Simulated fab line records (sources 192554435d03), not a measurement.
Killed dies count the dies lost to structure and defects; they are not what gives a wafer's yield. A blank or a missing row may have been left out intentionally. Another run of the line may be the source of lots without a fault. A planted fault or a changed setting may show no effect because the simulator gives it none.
Split-lot study || flow n5Finfet || route with 1938 steps; 7 lots, 21 wafers read

## SPLIT DETAILS
At N5_BEOL_M9_ILD_DEP_00 (deposits SiCOH lowk from DEMS/porogen, target thk 308.51 nm, time 58 s), the setting timeS was moved away from the recipe's 58 s on 9 of the 21 wafers read, by -9.5% to +8.8%. All remaining wafers had this setting at the recipe value.

## BETWEEN THE SPLIT AND THE READING: the file shows 1 step in between
- N5_BEOL_M9_CURE_71: cures SiCOH lowk, time 240 s

## THE READING
M9_ILD_THK in nanometres, read at N5_BEOL_M9_THK_MEAS_01. On this fab line, fault-free wafers typically give 269 nm with a standard deviation of 3.6 nm.

{"wafer": "L077.3", "tool, chamber at the split": "pecvd-01, 2", "timeS as run, s": 61.6, "against the recipe": "+6.2%", "M9_ILD_THK, nm": 285, "against lot-mates on the recipe": "+17"}
{"wafer": "L077.5", "tool, chamber at the split": "pecvd-01, 2", "timeS as run, s": 61.6, "against the recipe": "+6.2%", "M9_ILD_THK, nm": 290, "against lot-mates on the recipe": "+22"}
{"wafer": "L077.6", "tool, chamber at the split": "pecvd-01, 0", "timeS as run, s": 58, "against the recipe": "recipe", "M9_ILD_THK, nm": 268, "against lot-mates on the recipe": "-"}
{"wafer": "L081.3", "tool, chamber at the split": "pecvd-04, 2", "timeS as run, s": 62.31, "against the recipe": "+7.4%", "M9_ILD_THK, nm": 288, "against lot-mates on the recipe": "+17"}
{"wafer": "L081.4", "tool, chamber at the split": "pecvd-04, 0", "timeS as run, s": 58, "against the recipe": "recipe", "M9_ILD_THK, nm": 270, "against lot-mates on the recipe": "-"}
{"wafer": "L081.5", "tool, chamber at the split": "pecvd-04, 1", "timeS as run, s": 58, "against the recipe": "recipe", "M9_ILD_THK, nm": 272, "against lot-mates on the recipe": "-"}
{"wafer": "L084.1", "tool, chamber at the split": "pecvd-02, 0", "timeS as run, s": 58, "against the recipe": "recipe", "M9_ILD_THK, nm": 264, "against lot-mates on the recipe": "-"}
{"wafer": "L084.2", "tool, chamber at the split": "pecvd-02, 1", "timeS as run, s": 63.1, "against the recipe": "+8.8%", "M9_ILD_THK, nm": 290, "against lot-mates on the recipe": "+26"}
{"wafer": "L084.3", "tool, chamber at the split": "pecvd-02, 2", "timeS as run, s": 63.1, "against the recipe": "+8.8%", "M9_ILD_THK, nm": 286, "against lot-mates on the recipe": "+22"}
{"wafer": "L085.2", "tool, chamber at the split": "pecvd-02, 1", "timeS as run, s": 58, "against the recipe": "recipe", "M9_ILD_THK, nm": 268, "against lot-mates on the recipe": "-"}
{"wafer": "L085.3", "tool, chamber at the split": "pecvd-02, 0", "timeS as run, s": 58, "against the recipe": "recipe", "M9_ILD_THK, nm": 264, "against lot-mates on the recipe": "-"}
{"wafer": "L085.5", "tool, chamber at the split": "pecvd-02, 1", "timeS as run, s": 58, "against the recipe": "recipe", "M9_ILD_THK, nm": 273, "against lot-mates on the recipe": "-"}
{"wafer": "L091.1", "tool, chamber at the split": "pecvd-02, 2", "timeS as run, s": 53.27, "against the recipe": "-8.2%", "M9_ILD_THK, nm": 246, "against lot-mates on the recipe": -27}
{"wafer": "L091.4", "tool, chamber at the split": "pecvd-02, 2", "timeS as run, s": 58, "against the recipe": "recipe", "M9_ILD_THK, nm": 270, "against lot-mates on the recipe": "-"}
{"wafer": "L091.6", "tool, chamber at the split": "pecvd-02, 0", "timeS as run, s": 58, "against the recipe": "recipe", "M9_ILD_THK, nm": 276, "against lot-mates on the recipe": "-"}
{"wafer": "L089.1", "tool, chamber at the split": "pecvd-02, 2", "timeS as run, s": 52.47, "against the recipe": "-9.5%", "M9_ILD_THK, nm": 242, "against lot-mates on the recipe": -29}
{"wafer": "L089.4", "tool, chamber at the split": "pecvd-02, 2", "timeS as run, s": 58, "against the recipe": "recipe", "M9_ILD_THK, nm": 270, "against lot-mates on the recipe": "-"}
{"wafer": "L089.5", "tool, chamber at the split": "pecvd-02, 0", "timeS as run, s": 58, "against the recipe": "recipe", "M9_ILD_THK, nm": 272, "against lot-mates on the recipe": "-"}
{"wafer": "L094.2", "tool, chamber at the split": "pecvd-01, 1", "timeS as run, s": 53.16, "against the recipe": "-8.3%", "M9_ILD_THK, nm": 241, "against lot-mates on the recipe": -30}
{"wafer": "L094.4", "tool, chamber at the split": "pecvd-01, 1", "timeS as run, s": 53.16, "against the recipe": "-8.3%", "M9_ILD_THK, nm": 245, "against lot-mates on the recipe": -26}
{"wafer": "L094.6", "tool, chamber at the split": "pecvd-01, 2", "timeS as run, s": 58, "against the recipe": "recipe", "M9_ILD_THK, nm": 271, "against lot-mates on the recipe": "-"}

FIT RESULTS
A straight line over all 21 wafers: M9_ILD_THK changes by +2.72 nm for each +1% of timeS; r = +0.97; the points scatter about the line by 3.6 nm.
The same after taking each lot's own level away (the mean of its wafers on the recipe; 21 wafers): +3.01 nm for each +1%; r = +0.99; scatter 2.7 nm.
That fit puts the effect of the largest move of timeS on the reading at 29 nm.
Measured against the standard deviation above, the lots' own levels, which go from 264.0 to 273.0 nm, span 2.5 times it.
So the lot-to-lot level changes the slope little: the two slopes agree.
Check: for one of the wafers moved furthest among these (-9.5%), held out of the fit, the line's prediction against its lot-mates is -29.7 nm. It came out at -29 nm against them.

## THE OTHER SPLITS THESE WAFERS WENT THROUGH
Before the reading, these wafers also passed through other splits. Each is held against what the fit with the lots' levels taken away leaves over:
{"other split on the same wafers": "N5_BEOL_M3_EXPOSE_08 doseMj", "wafers away from the commonest value": 7, "r with M9_ILD_THK (lot level and that fit taken away)": -0.18}
{"other split on the same wafers": "N5_BEOL_M4_DESCUM_16 timeS", "wafers away from the commonest value": 7, "r with M9_ILD_THK (lot level and that fit taken away)": "+0.10"}
{"other split on the same wafers": "N5_BEOL_M4_TRENCH_ETCH_37 timeS", "wafers away from the commonest value": 6, "r with M9_ILD_THK (lot level and that fit taken away)": -0.13}
{"other split on the same wafers": "N5_BEOL_M5_COAT_71 spinRpm", "wafers away from the commonest value": 5, "r with M9_ILD_THK (lot level and that fit taken away)": -0.11}
{"other split on the same wafers": "N5_BEOL_M6_COAT_60 spinRpm", "wafers away from the commonest value": 8, "r with M9_ILD_THK (lot level and that fit taken away)": -0.30}
{"other split on the same wafers": "N5_BEOL_M7_PECVD_70 tempC", "wafers away from the commonest value": 6, "r with M9_ILD_THK (lot level and that fit taken away)": "+0.13"}

## THE WHOLE CHAIN: every reading that the file lists as answering this split, in the file's order
{"step": "N5_BEOL_M9_ILD_DEP_00", "what it does": "deposits SiCOH lowk from DEMS/porogen, target thk 308.51 nm, time 58 s", "reading": "SiCOH_lowk_of_BEOL_M9_ILD_DEP_00.thkNm (the simulator's own value, which no gauge read)", "change (the file's fit)": "+3.41 nm for each +1% of the setting", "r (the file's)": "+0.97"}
{"step": "N5_BEOL_M9_CURE_71", "what it does": "cures SiCOH lowk, time 240 s", "reading": "SiCOH_lowk_of_BEOL_M9_ILD_DEP_00.thkNm (the simulator's own value, which no gauge read)", "change (the file's fit)": "+3 nm for each +1% of the setting", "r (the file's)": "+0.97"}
{"step": "N5_BEOL_M9_THK_MEAS_01", "what it does": "", "reading": "M9_ILD_THK", "change (the file's fit)": "+3 for each +1% of the setting", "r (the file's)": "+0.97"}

## THE FILE'S OWN FIT
M9_ILD_THK changes by +3 nm for each +1% of timeS, r = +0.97.
